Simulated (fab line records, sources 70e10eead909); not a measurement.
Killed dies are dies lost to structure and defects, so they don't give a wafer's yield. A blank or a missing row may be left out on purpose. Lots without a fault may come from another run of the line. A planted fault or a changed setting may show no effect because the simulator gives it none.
Chamber matching | flow nand_harc | NHARC_A_M1_DEP_33 on pecvd-02: 3 sister chambers
The step deposits SiCN, target thk 30 nm. 6 wafers are shown with their chamber, then 10 later ones without.

WAFERS WITH THEIR CHAMBER
wafer  | chamber | heater_power_w (W)
L087.5 | 0       | 733
L091.3 | 2       | 594
L091.4 | 0       | 812
L091.5 | 1       | 479
L090.1 | 1       | 460
L090.4 | 2       | 733

WAFERS WITHOUT THEIR CHAMBER
wafer  | heater_power_w (W)
L090.5 | 451
L097.1 | 445
L097.2 | 699
L097.6 | 451
L095.1 | 720
L095.3 | 607
L095.5 | 435
L096.2 | 512
L096.4 | 763
L096.5 | 696

WHICH CHAMBER EACH WENT THROUGH
wafer  | from the rows above          | in truth
L090.5 | 1                            | 1
L097.1 | 1                            | 1
L097.2 | can't be placed: 2 or 0      | 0
L097.6 | 1                            | 1
L095.1 | can't be placed: 0 or 2      | 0
L095.3 | can't be placed: 2 or 1 or 0 | 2
L095.5 | 1                            | 1
L096.2 | can't be placed: 1 or 2      | 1
L096.4 | can't be placed: 0 or 2      | 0
L096.5 | can't be placed: 2 or 0      | 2
Placed correctly: 4 of 10. Can't be placed from these rows: 6 (the true chamber is among the candidates in 6). Placed wrongly: 0.
How it was worked out, from the rows above alone: a wafer's distance from a chamber is the root of the sum, over the readings, of the square of ((its reading less the chamber's mean) divided by the reading's scatter). The wafer belongs to the nearest chamber; if the next one is less than 2 further off, it can't be placed. A chamber's mean is the mean of its shown wafers. The scatter: the root of (the sum of the squares of (reading less its chamber's mean) over the shown wafers, divided by (wafers less chambers)).
